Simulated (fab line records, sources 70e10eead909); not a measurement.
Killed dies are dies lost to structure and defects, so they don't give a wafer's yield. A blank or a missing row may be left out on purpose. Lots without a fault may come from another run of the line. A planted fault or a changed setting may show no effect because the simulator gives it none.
A struck lot beside a sound one | flow nand_harc | 15 steps out of a route of 1159
Sound: wafers L131.3, L131.4, L131.5. Struck: wafers L140.2, L140.4, L140.6. The cause comes at the end.
At each step with rows: each side's tool, then ch and its chambers, then its first start. Under that, the readings that differ: sound wafers | struck wafers | difference of the means | sigmas: that difference in standard deviations of wafers without a fault.
alike: readings whose means differ by less than 2 such deviations, and words and numbers that are the same on both sides. not compared: withheld readings, readings that some wafer has no value for, bounds like >300 that may hide the same value, and numbers for which the record gives no deviation and whose values overlap.
The two part at a step that has a row with sigmas, a row that says differs or no value, or rows on one side only. Numbers that don't overlap but have no deviation are shown without sigmas and don't part them. A reading that every wafer of one side lacks parts them only if that side has two wafers or more.

NHARC_P_START_INSPECT_01:
  sound on defect_inspect-02, day 4 12:02; struck on defect_inspect-02, day 6 18:02
  alike: raw_defect_count
then, 10 steps without rows for these wafers: NHARC_P_ZERO_WELL_PRECLEAN_00 (cleans in SPM, time 600 s); NHARC_P_ZERO_WELL_SRD_01; NHARC_P_ZERO_WELL_PECVD_02 (deposits SiO2, target thk 10 nm); NHARC_P_ZERO_WELL_DEHYDRATE_03 (time 120 s); NHARC_P_ZERO_WELL_HMDS_04 (time 30 s); NHARC_P_ZERO_WELL_COAT_64 (time 65 s); NHARC_P_ZERO_WELL_COAT_05 (resist thk 600 nm); NHARC_P_ZERO_WELL_SOFTBAKE_06 (time 70 s); NHARC_P_ZERO_WELL_EBR_07; NHARC_P_ZERO_WELL_EXPOSE_08 (exposes mask P ZERO, target cd 500 nm).
NHARC_P_ZERO_WELL_PEB_09: peb time 80 s.
  sound on litho_track-03 ch 0, day 4 13:14; struck on litho_track-03 ch 0, day 6 19:09
  reading                  | sound                | struck               | difference | sigmas
  heater_power_total_W (W) | 188.9 188.7 188.5    | 203.3 203.0 203.5    | +14.6      | +18
  plate_temp_C (C)         | 128.22 127.98 128.17 | 134.53 134.43 134.60 | +6.40      | +49
then, 1 step without rows for these wafers: NHARC_P_ZERO_WELL_DEVELOP_10 (time 50 s).
NHARC_P_ZERO_WELL_CD_MEAS_11: target cd 500 nm.
  sound on cd_sem-03 ch 0, day 4 13:19; struck on cd_sem-03 ch 0, day 6 19:14
  reading    | sound             | struck            | difference | sigmas
  cd_nm (nm) | 498.3 497.2 500.4 | 528.4 532.5 532.5 | +32.5      | +13
then, 1 step without rows for these wafers: NHARC_P_ZERO_WELL_HARDBAKE_12 (time 65 s).

WHERE THEY PART
First at NHARC_P_ZERO_WELL_PEB_09; last, within this record, at NHARC_P_ZERO_WELL_CD_MEAS_11.

WHY: what the simulator had put in
Process parameter drift: litho_track-03, from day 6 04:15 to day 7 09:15, at NHARC_P_ZERO_WELL_PEB_09. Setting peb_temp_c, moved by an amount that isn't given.
